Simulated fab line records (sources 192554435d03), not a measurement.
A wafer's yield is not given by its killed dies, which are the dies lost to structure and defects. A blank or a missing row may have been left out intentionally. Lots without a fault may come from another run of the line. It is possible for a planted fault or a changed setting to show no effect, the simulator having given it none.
fab line records	flow n5-finfet
record: lots: 7	wafers: 19	last-day: 17
route steps=1938 shown BEOL_M13@1693 PASSIVATION@1936
lots with no fault: from the same line, run without faults
start-h: hours from the record's opening day to when the first of the lot's shown wafers began	wait-h: hours since the lot's step before	" identical to the entry in the row above	L1.1+2: a row that stands for several wafers	- value missing, or start not given	* or withheld: withheld	< > ~ a bound
route shown NAME@n: NAME is a module with steps in the file, n the number in the route of the first one	usual: average and standard deviation across the fault-free wafers	same: alike in all rows	chamber/n: place in a boat	sites: readings site by site	_std_site: how widely they spread, as a standard deviation	_edge_site: outer sites' mean less inner sites'	radius-mm: how far each site lies from the wafer's centre	mask NAME#n: copy n	behind: the tool/chamber that last shaped the wafer	hold: cause of the lot's hold/its duration in hours/its outcome	device: transistor that didn't switch, given as n, p or np	end of line: tests of these same wafers at the route's end	for a step that has no rows: nothing shown but its recipe	killed: count of dies lost to structure and defects at first sort (not the wafer's yield)	map: the dies of a wafer, with x for killed, . for not killed, _ for no die there
set.NAME: the run value of the setting; set.NAME@STEP: its run value at that earlier step	model.NAME: the simulator's own value behind a step, which no gauge read
a table for each step, a row for each wafer; lots at some steps of the route
services: the hour from which a tool's chamber was out of use, counted from the record's first day as start-h (under 0 if before that day), plus the number of hours and why
== steps ==
step: N5_BEOL_M13_ETCH_67
recipe: chemistry: CF4	target: SiARC	target-depth-a: 1430	time-s: 238.3	ion-energy-ev: 80	pressure-mtorr: 40	source-w: 545	bias-w: 36	Ar_flow_sccm: 100	cf4-flow-sccm: 100	ends: cleared
usual: drypump-motor-current-A: 5.8/0.4	etch-rf-on-time-s: 240/4.8	oes-product-au: 0.66/0.076	rf-vpp-V: 184.4/1.3	showerhead-plenum-p-Torr: 2.17/0.075	throttle-valve-pct: 15.64/0.23
lot.wafer	tool	chamber	start-h	wait-h	drypump-motor-current-A	etch-rf-on-time-s	oes-product-au	rf-hours-counter-h	rf-vpp-V	showerhead-plenum-p-Torr	throttle-valve-pct
L375.1	rie-diel-05	0	246.34	0.0	5.5	239	0.63	157	182.8	2.06	15.87
L375.3	"	3	"	"	5.7	240	0.60	208	185.8	2.22	15.87
L375.4	"	2	"	"	5.6	234	0.83	2	183.3	2.18	15.32
L383.1	rie-diel-05	2	283.27	0.0	5.6	232	0.81	13	185.2	2.18	15.35
L383.3	"	3	"	"	5.8	243	0.60	219	184.9	2.22	15.88
L383.4	"	0	"	"	5.5	242	0.62	-	184.3	2.05	15.89
L385.2	rie-diel-01	0	318.49	0.0	5.5	239	0.66	113	186.0	2.25	15.77
L385.3	"	2	"	"	6.4	240	0.60	215	182.4	2.04	15.58
L385.5	"	0	"	"	5.5	238	0.67	-	184.7	2.25	15.76
L388.2	rie-diel-05	3	331.28	0.0	5.8	244	0.58	237	184.9	2.21	15.93
L388.5	"	3	"	"	5.8	246	0.57	-	184.3	2.21	15.93
L388.6	"	0	"	"	5.5	244	0.59	-	182.9	2.05	15.93
L393.2	rie-diel-06	1	364.28	0.0	5.8	237	0.68	98	184.5	2.17	15.64
L393.4	"	2	"	"	6.4	247	0.58	244	182.0	2.12	15.69
L394.1	rie-diel-06	1	374.81	0.0	5.9	240	0.67	102	185.1	2.17	15.65
L394.4	"	0	"	"	4.9	241	0.75	33	184.7	2.27	15.77
L395.2	rie-diel-06	1	377.64	0.0	5.8	239	0.67	103	185.4	2.17	15.67
L395.5	"	2	"	"	6.4	250	0.57	-	183.6	2.11	15.68
L395.6	"	3	"	"	6.3	244	0.63	-	184.4	2.16	15.74
step: N5_BEOL_M13_ETCH_68
recipe: chemistry: N2/H2	target: SOC	mask-material: SiARC	source-w: 3000	bias-w: 350	temp-c: 40	time-s: 355	ion-energy-ev: 200	pressure-mtorr: 30	n2-flow-sccm: 200	h2-flow-sccm: 200
usual: drypump-motor-current-A: 5.8/0.41	oes-product-au: 0.78/0.091	rf-vpp-V: 524.8/2.6	showerhead-plenum-p-Torr: 2.58/0.091	throttle-valve-pct: 17.77/0.24
lot.wafer	tool	chamber	start-h	wait-h	drypump-motor-current-A	oes-product-au	rf-hours-counter-h	rf-vpp-V	showerhead-plenum-p-Torr	throttle-valve-pct
L375.1	rie-diel-05	0	246.49	0.1	5.5	0.74	157	520.3	2.43	18.02
L375.3	"	3	"	"	5.8	0.71	208	526.2	2.63	18.01
L375.4	"	2	"	"	5.7	0.99	2	526.9	2.60	17.54
L383.1	rie-diel-05	2	283.42	0.1	5.6	0.94	13	526.9	2.60	17.55
L383.3	"	3	"	"	5.8	0.70	219	527.8	2.63	17.99
L383.4	"	0	"	"	5.6	0.74	-	521.7	2.43	18.06
L385.2	rie-diel-01	0	318.64	0.1	5.5	0.78	113	527.3	2.67	17.87
L385.3	"	2	"	"	6.3	0.70	215	521.0	2.42	17.67
L385.5	"	0	"	"	5.5	0.77	-	526.0	2.67	17.87
L388.2	rie-diel-05	3	331.43	0.1	5.8	0.68	238	524.6	2.62	18.02
L388.5	"	3	"	"	5.8	0.69	-	526.9	2.62	18.03
L388.6	"	0	"	"	5.5	0.71	-	520.3	2.42	18.09
L393.2	rie-diel-06	1	364.42	0.1	5.9	0.79	98	524.5	2.57	17.80
L393.4	"	2	"	"	6.4	0.69	244	522.0	2.49	17.72
L394.1	rie-diel-06	1	374.96	0.1	5.9	0.78	102	524.3	2.57	17.81
L394.4	"	0	"	"	4.9	0.90	33	527.7	2.68	17.81
L395.2	rie-diel-06	1	377.78	0.1	5.9	0.78	103	525.0	2.57	17.81
L395.5	"	2	"	"	6.4	0.67	-	522.9	2.48	17.73
L395.6	"	3	"	"	6.3	0.74	-	523.5	2.56	18.00
step: N5_BEOL_M13_STRIP_69
recipe: chemistry: N2/H2	temp-c: 40	n2-flow-sccm: 200	h2-flow-sccm: 200	rf-frequency-hz: 6e+07
step: N5_BEOL_M13_TRENCH_ETCH_34
recipe: chemistry: C4F8/O2/Ar	target: SiOC	target-depth-a: 4134.7	mask-material: SOC	pressure-mtorr: 30	source-w: 3000	bias-w: 700	Ar_flow_sccm: 400	C4F8_flow_sccm: 15	O2_flow_sccm: 8	he-inner-torr: 15	he-outer-torr: 30	time-s: 162.6	ion-energy-ev: 250
usual: drypump-motor-current-A: 5.8/0.4	he-outer-torr: 30.01/0.059	oes-product-au: 0.78/0.09	rf-vpp-V: 666/3.3	showerhead-plenum-p-Torr: 3.46/0.12	throttle-valve-pct: 24.22/0.24
lot.wafer	tool	chamber	start-h	wait-h	drypump-motor-current-A	he-outer-torr	oes-product-au	rf-hours-counter-h	rf-vpp-V	showerhead-plenum-p-Torr	throttle-valve-pct
L375.1	rie-diel-05	0	246.71	0.0	5.6	30.07	0.73	157	661	3.28	24.42
L375.3	"	3	"	"	5.8	30.04	0.70	208	667	3.54	24.44
L375.4	"	2	"	"	5.6	30.00	0.98	2	668	3.48	24.01
L383.1	rie-diel-05	2	283.64	0.0	5.6	30.01	0.94	13	668	3.47	24.02
L383.3	"	3	"	"	5.8	30.07	0.70	219	667	3.54	24.45
L383.4	"	0	"	"	5.5	30.06	0.72	-	659	3.27	24.43
L385.2	rie-diel-01	0	318.86	0.0	5.5	30.02	0.78	113	669	3.58	24.34
L385.3	"	2	"	"	6.3	29.97	0.70	215	661	3.25	24.04
L385.5	"	0	"	"	5.5	30.01	0.78	-	671	3.58	24.36
L388.2	rie-diel-05	3	331.65	0.0	5.8	29.97	0.69	238	669	3.53	24.49
L388.5	"	3	"	"	5.8	30.12	0.69	-	666	3.53	24.49
L388.6	"	0	"	"	5.5	29.98	0.71	-	661	3.26	24.45
L393.2	rie-diel-06	1	364.65	0.0	5.8	29.98	0.79	98	668	3.47	24.32
L393.4	"	2	"	"	6.3	29.97	0.69	244	663	3.37	24.14
L394.1	rie-diel-06	1	375.18	0.0	5.9	29.91	0.79	102	666	3.47	24.34
L394.4	"	0	"	"	4.9	29.90	0.89	33	671	3.62	24.51
L395.2	rie-diel-06	1	378.00	0.0	5.9	29.98	0.78	103	666	3.47	24.31
L395.5	"	2	"	"	6.4	29.93	0.68	-	664	3.36	24.13
L395.6	"	3	"	"	6.3	29.91	0.74	-	666	3.43	24.32
step: N5_BEOL_M13_STRIP_70
recipe: chemistry: C4F8/O2/Ar	resist: SiARC	rf-frequency-hz: 6e+07
step: N5_BEOL_M13_OCD_MEAS_35
usual: trench-depth-nm: 413/7
lot.wafer	tool	chamber	start-h	wait-h	trench-depth-nm
L375.1	ocd-01	-	246.89	0.0	406
L375.3	"	-	"	"	405
L375.4	"	-	"	"	422
L383.1	ocd-01	-	283.81	0.0	425
L383.3	"	-	"	"	406
L383.4	"	-	"	"	403
L385.2	ocd-02	-	319.04	0.0	413
L385.3	"	-	"	"	411
L385.5	"	-	"	"	413
L388.2	ocd-02	-	331.83	0.0	408
L388.5	"	-	"	"	406
L388.6	"	-	"	"	410
L393.2	ocd-01	-	364.82	0.0	413
L393.4	"	-	"	"	409
L394.1	ocd-01	-	375.35	0.0	420
L394.4	"	-	"	"	423
L395.2	ocd-02	-	378.18	0.0	410
L395.5	"	-	"	"	404
L395.6	"	-	"	"	404
step: N5_BEOL_M13_STRIP_37
recipe: chemistry: N2/H2	power-w: 1000	temp-c: 250	h2-frac: 0.65	overash-fraction: 0.3	pressure-mtorr: withheld	n2-flow-sccm: 1750	h2-flow-sccm: 3250
step: N5_BEOL_M13_ETCH_38
recipe: chemistry: CF4/N2	target: SiCN	target-depth-a: 675	taper-deg: 2	time-s: 71.9	ion-energy-ev: 150	mask-material: SiO2	pressure-mtorr: 40	source-w: 430	bias-w: 70	Ar_flow_sccm: 100	cf4-flow-sccm: 60	n2-flow-sccm: 60
step: N5_BEOL_M13_PRECLEAN_39
recipe: chemistry: residue-remover	time-s: 60	temp-c: 40
step: N5_BEOL_M13_SRD_40
recipe: time-s: 30	temp-c: 23	rinse-liquid: diw	dry: n2-spin	spin-rpm: 1500	dry-time-s: 30
step: N5_BEOL_M13_DEGAS_41
recipe: ambient: vacuum	temp-c: 250	time-s: 60
step: N5_BEOL_M13_PRE_CLEAN_42
recipe: gas: H2/He	time-s: 30	temp-c: 250
usual: heater-power-w: 331/25
lot.wafer	tool	chamber	start-h	wait-h	heater-power-w
L375.1	pvd-sputter-01	-	248.74	0.0	283
L375.3	"	-	"	"	340
L375.4	"	-	"	"	368
L383.1	pvd-sputter-01	-	284.87	0.0	290
L383.3	"	-	"	"	347
L383.4	"	-	"	"	368
L385.2	pvd-sputter-03	-	319.77	0.0	351
L385.3	"	-	"	"	332
L385.5	"	-	"	"	321
L388.2	pvd-sputter-02	-	333.43	0.0	345
L388.5	"	-	"	"	348
L388.6	"	-	"	"	311
L393.2	pvd-sputter-03	-	367.50	0.0	315
L393.4	"	-	"	"	355
L395.2	pvd-sputter-03	-	379.39	0.0	358
L395.5	"	-	"	"	355
L395.6	"	-	"	"	324
L394.1	pvd-sputter-03	-	381.63	0.0	345
L394.4	"	-	"	"	325
step: N5_BEOL_M13_SPUTTER_43
recipe: material: TaN	target-thk-a: 150	temp-c: 50	bias-v: 168.6	power-w: 15000	chamber-pressure-pa: 0.12	time-s: 24.19
usual: cathode-dc-power-W: 15000/2.7	throttle-valve-pct: 30.0/1.2
lot.wafer	tool	chamber	start-h	wait-h	cathode-dc-power-W	throttle-valve-pct	model.TaN_of_BEOL_M13_SPUTTER_43.thk-nm
L375.1	pvd-sputter-01	-	248.78	0.0	14999	28.1	15.2
L375.3	"	-	"	"	14998	30.4	15.2
L375.4	"	-	"	"	15001	31.6	15.2
L383.1	pvd-sputter-01	-	284.91	0.0	15000	28.4	15.4
L383.3	"	-	"	"	15000	30.1	15
L383.4	"	-	"	"	14999	31.4	15.4
L385.2	pvd-sputter-03	-	319.81	0.0	14995	28.8	14.8
L385.3	"	-	"	"	14999	29.3	14.8
L385.5	"	-	"	"	15002	29.1	15
L388.2	pvd-sputter-02	-	333.47	0.0	15003	28.9	15.2
L388.5	"	-	"	"	15000	28.9	15.2
L388.6	"	-	"	"	15003	30.3	14.8
L393.2	pvd-sputter-03	-	367.54	0.0	15001	28.8	11
L393.4	"	-	"	"	15003	28.6	11
L395.2	pvd-sputter-03	-	379.43	0.0	15000	28.6	11
L395.5	"	-	"	"	15002	28.6	15.4
L395.6	"	-	"	"	15002	29.4	15
L394.1	pvd-sputter-03	-	381.67	0.0	15000	31.4	15
L394.4	"	-	"	"	15003	29.3	10.6
step: N5_BEOL_M13_SPUTTER_44
recipe: material: Ta	target-thk-a: 100	temp-c: 50	bias-v: 80	power-w: 15000	chamber-pressure-pa: 0.07	time-s: 16.13
usual: cathode-dc-power-W: 15000/2.7	throttle-valve-pct: 30.0/1.2
lot.wafer	tool	chamber	start-h	wait-h	cathode-dc-power-W	throttle-valve-pct
L375.1	pvd-sputter-01	-	248.86	0.0	14999	28.6
L375.3	"	-	"	"	15001	30.2
L375.4	"	-	"	"	15003	31.7
L383.1	pvd-sputter-01	-	284.99	0.0	15003	28.2
L383.3	"	-	"	"	15000	30.4
L383.4	"	-	"	"	15004	31.5
L385.2	pvd-sputter-03	-	319.89	0.0	15001	28.5
L385.3	"	-	"	"	14995	29.3
L385.5	"	-	"	"	14996	28.9
L388.2	pvd-sputter-02	-	333.55	0.0	15001	29.2
L388.5	"	-	"	"	14996	29.3
L388.6	"	-	"	"	15005	30.5
L393.2	pvd-sputter-03	-	367.62	0.0	14996	29.0
L393.4	"	-	"	"	15005	28.5
L395.2	pvd-sputter-03	-	379.51	0.0	15000	28.7
L395.5	"	-	"	"	15000	28.7
L395.6	"	-	"	"	15000	29.4
L394.1	pvd-sputter-03	-	381.75	0.0	15001	31.1
L394.4	"	-	"	"	14998	29.2
step: N5_BEOL_M13_SPUTTER_45
recipe: material: Cu	target-thk-a: 800	temp-c: -20	bias-v: 60	power-w: 26000	chamber-pressure-pa: 0.13	time-s: 13.33
step: N5_BEOL_M13_ECD_47
recipe: material: Cu	target-thk-a: 9360
step: N5_BEOL_M13_ANNEAL_48
recipe: temp-c: 225	time-s: 90	ambient: N2
step: N5_BEOL_M13_CMP_49
recipe: stop-on: SiOC	t-overpolish-s: 17.1	down-force-psi: 1	platen-rpm: 50	clearing-platen-down-force-psi: 1.5	clearing-platen-rpm: 50	post-cmp-clean: cu-alkaline	target-thk-nm: 420	clearing-platen-pad-velocity-m-s: 0.99484	pad-velocity-m-s: 0.99484
usual: barrier-field-endpoint-s: 30.8/0.57	head-pressure-psi: 1.0001/0.0022	motor-current-A: 5.9/0.46	platen-rpm: 50.00/0.035
lot.wafer	tool	chamber	start-h	wait-h	barrier-field-endpoint-s	head-pressure-psi	motor-current-A	platen-rpm
L375.3	cmp-03	0	249.52	0.2	30.6	1.0014	6.0	50.00
L375.1	"	1	"	"	31.1	0.9989	5.4	50.05
L375.4	"	3	"	"	31.7	0.9944	5.9	49.97
L383.3	cmp-03	0	285.69	0.2	30.2	0.9987	5.9	49.96
L383.1	"	1	"	"	31.6	1.0003	5.7	50.04
L383.4	"	2	"	"	30.7	1.0018	5.8	50.01
L385.2	cmp-03	1	320.81	0.3	31.2	0.9991	5.5	50.06
L385.3	"	2	"	"	31.1	1.0010	5.8	50.05
L385.5	"	1	"	"	30.9	1.0010	5.4	49.98
L388.2	cmp-04	2	334.21	0.2	31.3	1.0020	6.2	50.02
L388.6	"	2	"	"	30.6	0.9987	6.5	50.02
L388.5	"	3	"	"	30.0	0.9981	5.3	49.97
L393.4	cmp-02	1	368.51	0.2	25.9	0.9993	5.8	49.97
L393.2	"	2	"	"	26.0	1.0005	6.4	50.06
L395.2	cmp-02	0	380.60	0.3	26.1	0.9977	6.2	49.99
L395.5	"	1	"	"	31.3	0.9991	6.0	49.97
L395.6	"	2	"	"	31.4	1.0010	6.3	49.94
L394.1	cmp-04	0	382.63	0.4	31.3	0.9966	6.3	50.00
L394.4	"	1	"	"	25.0	1.0026	5.2	49.97
step: N5_BEOL_M13_THK_MEAS_50
recipe: thk-meas-gauge: xrf	reads: Cu_of_BEOL_M13_ECD_47
usual: M13_THK: 413/7.5
lot.wafer	tool	chamber	start-h	wait-h	M13_THK[nm]
L375.1	film-metro-01	-	249.81	-	405
L375.3	"	-	"	"	402
L375.4	"	-	"	"	418
L383.1	film-metro-02	-	285.94	-	433
L383.3	"	-	"	"	413
L383.4	"	-	"	"	412
L385.2	film-metro-02	-	321.11	-	412
L385.3	"	-	"	"	410
L385.5	"	-	"	"	414
L388.2	film-metro-01	-	334.51	-	408
L388.5	"	-	"	"	406
L388.6	"	-	"	"	410
L393.2	film-metro-01	-	368.73	-	414
L393.4	"	-	"	"	406
L395.2	film-metro-02	-	380.78	-	420
L395.5	"	-	"	"	410
L395.6	"	-	"	"	410
L394.1	film-metro-02	-	382.88	-	423
L394.4	"	-	"	"	429
step: N5_PASSIVATION_PROBE_49
usual: defect-limited-yield: 90.9/1.4	killed_at_M0_to_M3: 37/12	killed_at_M4_up: 14/5.3	killed-at-contacts: 12/6.2	killed-at-front-end: 41/11	killed-at-other: 3.7/2.9	killed-dies: 107/17	killed-open: 71/12	killed-short: 34/7.9	sort_bin_5_function: 5.3/0.95	sort_bin_6_memory: 3.4/0.7	sort-n-pass: 1073/17	sort-yield-pct: 90.9/1.5
same: gross-dies: 1180	killed-at-back-side: 0	sort_bin_4_leakage[%]: 0	sort_bin_8_speed[%]: 0
lot.wafer	tool	chamber	start-h	wait-h	defect-limited-yield[%]	killed_at_M0_to_M3	killed_at_M4_up	killed-at-contacts	killed-at-front-end	killed-at-other	killed-dies	killed-open	killed-short	sort_bin_5_function[%]	sort_bin_6_memory[%]	sort-n-pass	sort-yield-pct[%]
L375.1	prober-02	-	277.55	0.0	91.5	46	10	8	34	2	100	76	22	4.9	3.3	1080	91.5
L375.3	prober-02	-	277.65	0.1	93.1	34	7	12	27	2	82	56	21	3.6	3.2	1098	93.1
L375.4	prober-02	-	277.70	0.2	92.5	45	13	8	20	2	88	49	35	4.7	2.5	1092	92.5
L388.2	prober-02	-	366.71	0.1	91.9	44	15	11	25	0	95	69	24	5.3	2.6	1085	91.9
L388.5	prober-02	-	366.86	0.2	92.9	28	14	7	31	4	84	58	25	4.1	2.8	1096	92.9
L388.6	prober-02	-	366.91	0.3	89.8	46	19	11	36	8	120	80	40	6.3	3.4	1060	89.8
L394.1	prober-02	-	409.52	0.0	92.3	21	17	8	43	2	91	74	17	4.7	2.9	1089	92.3
L394.4	prober-02	-	409.67	0.2	89.9	28	11	10	64	6	119	71	46	6.1	3.4	1061	89.9
killed by level:class
L375.1 STI_FIN_REVEAL:geometric-particle:open=14 BEOL_M0_SAQP:geometric-particle:open=11 BEOL_M3:geometric-particle:open=8 BEOL_M0_SAQP:geometric-particle:short=7 BEOL_M2:geometric-particle:open=7 FIN_SAQP:geometric-particle:open=6 BEOL_M1:geometric-particle:open=6 MOL_CONTACT_COAG:geometric-particle:open=6
L375.3 MOL_CONTACT_COAG:geometric-particle:open=9 STI_FIN_REVEAL:geometric-particle:open=7 BEOL_M0_SAQP:geometric-particle:short=7 FIN_SAQP:geometric-particle:open=6 BEOL_M2:geometric-particle:open=6 BEOL_M3:geometric-particle:open=6 BEOL_M0_SAQP:geometric-particle:open=5 BEOL_M1:geometric-particle:open=5
L375.4 BEOL_M0_SAQP:geometric-particle:short=11 BEOL_M0_SAQP:geometric-particle:open=11 BEOL_M1:geometric-particle:open=10 MOL_CONTACT_COAG:geometric-particle:open=5 FIN_SAQP:geometric-particle:open=4 FIN_SAQP:geometric-particle:short=4 MOL_CONTACT_COAG:geometric-particle:short=3 BEOL_M2:geometric-particle:open=3
L388.2 BEOL_M1:geometric-particle:open=9 MOL_CONTACT_COAG:geometric-particle:open=7 BEOL_M0_SAQP:geometric-particle:open=7 BEOL_M0:geometric-particle:open=7 BEOL_M3:geometric-particle:open=7 FIN_SAQP:geometric-particle:open=5 BEOL_M2:geometric-particle:open=5 ILD0:geometric-particle:short=4
L388.5 BEOL_M1:geometric-particle:open=10 BEOL_M0:geometric-particle:open=6 FIN_SAQP:geometric-particle:open=5 STI_FIN_REVEAL:geometric-particle:open=5 STARTING-WAFER:geometric-particle:short=5 BEOL_M3:geometric-particle:open=5 DUMMY_GATE:geometric-particle:open=4 MOL_CONTACT_COAG:geometric-particle:open=4
L388.6 BEOL_M0:geometric-particle:open=11 MOL_CONTACT_COAG:geometric-particle:open=9 BEOL_M0_SAQP:geometric-particle:short=9 BEOL_M4:geometric-particle:open=9 BEOL_M2:geometric-particle:open=8 FIN_SAQP:geometric-particle:open=7 MIM_TOP:geometric-particle:open=5 DUMMY_GATE:geometric-particle:open=4
L394.1 STI_FIN_REVEAL:geometric-particle:open=12 BEOL_M4:geometric-particle:open=9 DUMMY_GATE:geometric-particle:open=8 FIN_SAQP:geometric-particle:open=7 MOL_CONTACT_COAG:geometric-particle:open=6 BEOL_M0_SAQP:geometric-particle:open=6 FIN_SAQP:geometric-particle:short=5 BEOL_M0:geometric-particle:open=5
L394.4 STI_FIN_REVEAL:geometric-particle:open=19 FIN_SAQP:geometric-particle:open=12 FIN_SAQP:geometric-particle:short=10 MOL_CONTACT_COAG:geometric-particle:open=9 BEOL_M0_SAQP:geometric-particle:short=9 BEOL_M0_SAQP:geometric-particle:open=6 DUMMY_GATE:geometric-particle:open=5 BEOL_M2:geometric-particle:open=5
== services ==
tool	chamber	start-h	hours	kind
pvd-sputter-01	-	231.67	2.2	repair
pvd-sputter-01	-	236.50	2.7	repair
rie-diel-01	-	243.61	0.2	repair
cmp-04	-	252.53	18.1	pm
rie-diel-06	0	271.64	2.8	repair
rie-diel-05	1	280.56	-	clean
rie-diel-05	1	280.56	-	consumable-replace:focus-ring
rie-diel-05	1	280.56	-	consumable-replace:showerhead
rie-diel-05	1	280.56	29.9	scheduled-down
rie-diel-05	1	280.56	29.9	vent-cycle
cmp-03	-	290.76	4.0	pm
rie-diel-05	2	296.80	2.9	repair
cmp-03	-	296.86	6.4	repair
cmp-02	-	305.22	4.0	pm
rie-diel-06	3	316.56	4.0	repair
cmp-02	-	320.54	8.6	pm
rie-diel-06	-	325.45	14.6	pm
cmp-02	-	330.81	6.3	pm
rie-diel-01	-	336.07	0.2	repair
pvd-sputter-01	-	339.12	1.2	repair
rie-diel-01	0	347.03	9.4	repair
cmp-04	-	348.73	0.5	repair
rie-diel-05	1	366.67	2.3	repair
cmp-02	-	381.70	1.6	repair
== key ==
first-sign: step: N5_BEOL_M13_CMP_49	reading: barrier-field-endpoint-s	direction: down	sigmas: 8.8	usual: 30.8	struck: 25.7
effect none on later readings
model-effect: step: N5_BEOL_M13_SPUTTER_43	value: TaN_of_BEOL_M13_SPUTTER_43.thk-nm	without: 15.1	struck: 10.9
met-at N5_BEOL_M13_SPUTTER_43
struck-wafers L393.2,L393.4,L394.4,L395.2
onset-between 319.81 367.54
fault: kind: process-parameter-drift	tool: pvd-sputter-03	chamber: -	onset-h: 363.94	steps: N5_BEOL_M13_SPUTTER_43	channel: time-s	offset: *	shape: step	end-h: 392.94	scope: struck-wafers-only	acts-in: *	stated: *
